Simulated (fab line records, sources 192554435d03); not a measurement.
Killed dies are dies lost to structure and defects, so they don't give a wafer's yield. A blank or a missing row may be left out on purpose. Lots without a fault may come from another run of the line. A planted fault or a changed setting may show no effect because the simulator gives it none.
A struck lot beside a sound one | flow n5_finfet | 15 steps out of a route of 1938
Sound: wafers L719.2, L719.3, L719.5. Struck: wafer L732.5. (L732.1, L732.2 of the same lot were not struck and are left out.) The cause comes at the end.
At each step with rows: each side's tool, then ch and its chambers, then its first start. Under that, the readings that differ: sound wafers | struck wafers | difference of the means | sigmas: that difference in standard deviations of wafers without a fault.
alike: readings whose means differ by less than 2 such deviations, and words and numbers that are the same on both sides. not compared: withheld readings, readings that some wafer has no value for, bounds like >300 that may hide the same value, and numbers for which the record gives no deviation and whose values overlap.
The two part at a step that has a row with sigmas, a row that says differs or no value, or rows on one side only. Numbers that don't overlap but have no deviation are shown without sigmas and don't part them. A reading that every wafer of one side lacks parts them only if that side has two wafers or more.

first, 8 steps without rows for these wafers: N5_BEOL_M5_COAT_60 (time 60 s, resist thk 12 nm); N5_BEOL_M5_COAT_71 (time 60 s, resist thk 5 nm); N5_BEOL_M5_COAT_05 (resist thk 30 nm); N5_BEOL_M5_EBR_07; N5_BEOL_M5_SOFTBAKE_06 (time 60 s); N5_BEOL_M5_EXPOSE_08 (exposes mask M5, target cd 28 nm); N5_BEOL_M5_PEB_09 (peb time 60 s); N5_BEOL_M5_DEVELOP_10 (develop time 30 s).
N5_BEOL_M5_CD_MEAS_11: target cd 27.74 nm.
  sound on cd_sem-02 ch 0, day 10 08:18; struck on cd_sem-02 ch 0, day 15 18:16
  alike: cd_nm
N5_BEOL_M5_OVL_MEAS_12:
  sound on overlay-01 ch 0, day 10 08:20; struck on overlay-02 ch 0, day 15 18:17
  alike: M5_OVL
N5_BEOL_M5_INSPECT_13: inspects for defects (brightfield).
  sound on defect_inspect-02, day 10 08:23; struck on defect_inspect-01, day 15 18:21
  alike: raw_defect_count
N5_BEOL_M5_DESCUM_16: chemistry O2, time 7 s.
  sound on rie_diel-05 ch 0,2,3, day 10 08:37; struck on rie_diel-05 ch 3, day 15 18:27
  alike: drypump_motor_current_A, oes_product_au, rf_fwd_power_W, rf_vpp_V, showerhead_plenum_p_Torr, throttle_valve_pct
  not compared: rf_hours_counter_h
N5_BEOL_M5_ETCH_72: etches underlayer in N2/H2, target depth 6.5 nm, time 5.2 s.
  sound on rie_diel-05 ch 0,2,3, day 10 08:38; struck on rie_diel-05 ch 3, day 15 18:29
  reading               | sound             | struck | difference | sigmas
  etch_rf_on_time_s (s) | 5.44 4.77 5.24    | 6.95   | +1.80      | +8
  rf_fwd_power_W (W)    | 820.7 818.0 824.9 | 617.6  | -203.6     | -85
  rf_vpp_V (V)          | 518.2 527.6 523.1 | 569.2  | +46.2      | +16
  alike: drypump_motor_current_A, oes_product_au, showerhead_plenum_p_Torr, throttle_valve_pct
  not compared: rf_hours_counter_h
N5_BEOL_M5_ETCH_61: etches SiARC in CF4, target depth 15.6 nm, time 26 s.
  sound on rie_diel-05 ch 0,2,3, day 10 08:40; struck on rie_diel-05 ch 3, day 15 18:30
  alike: drypump_motor_current_A, etch_rf_on_time_s, oes_product_au, rf_fwd_power_W, rf_vpp_V, showerhead_plenum_p_Torr, throttle_valve_pct
  not compared: rf_hours_counter_h
-- the record jumps here: 4 days lie between the struck wafers' starts before and after (it left off in module BEOL_M5 and takes up again in module PASSIVATION, whose first step shown is number 1936 of the route) --
N5_PASSIVATION_PROBE_49:
  sound on prober-01, day 14 21:21; struck on prober-02, day 20 04:54
  alike: defect_limited_yield, killed_at_M0_to_M3, killed_at_M4_up, killed_at_contacts, killed_at_front_end, killed_at_other, killed_dies, killed_on_rim, killed_open, killed_short, sort_bin_5_function, sort_bin_6_memory, sort_bin_8_speed, sort_n_pass

WHERE THEY PART
Only at N5_BEOL_M5_ETCH_72, within this record. Later steps at which nothing parts them and some readings are alike: N5_BEOL_M5_ETCH_61, N5_PASSIVATION_PROBE_49.

WHY: what the simulator had put in
Process parameter drift: rie_diel-05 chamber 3, from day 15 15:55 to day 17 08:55, at N5_BEOL_M5_ETCH_72. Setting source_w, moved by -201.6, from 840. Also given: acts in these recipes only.
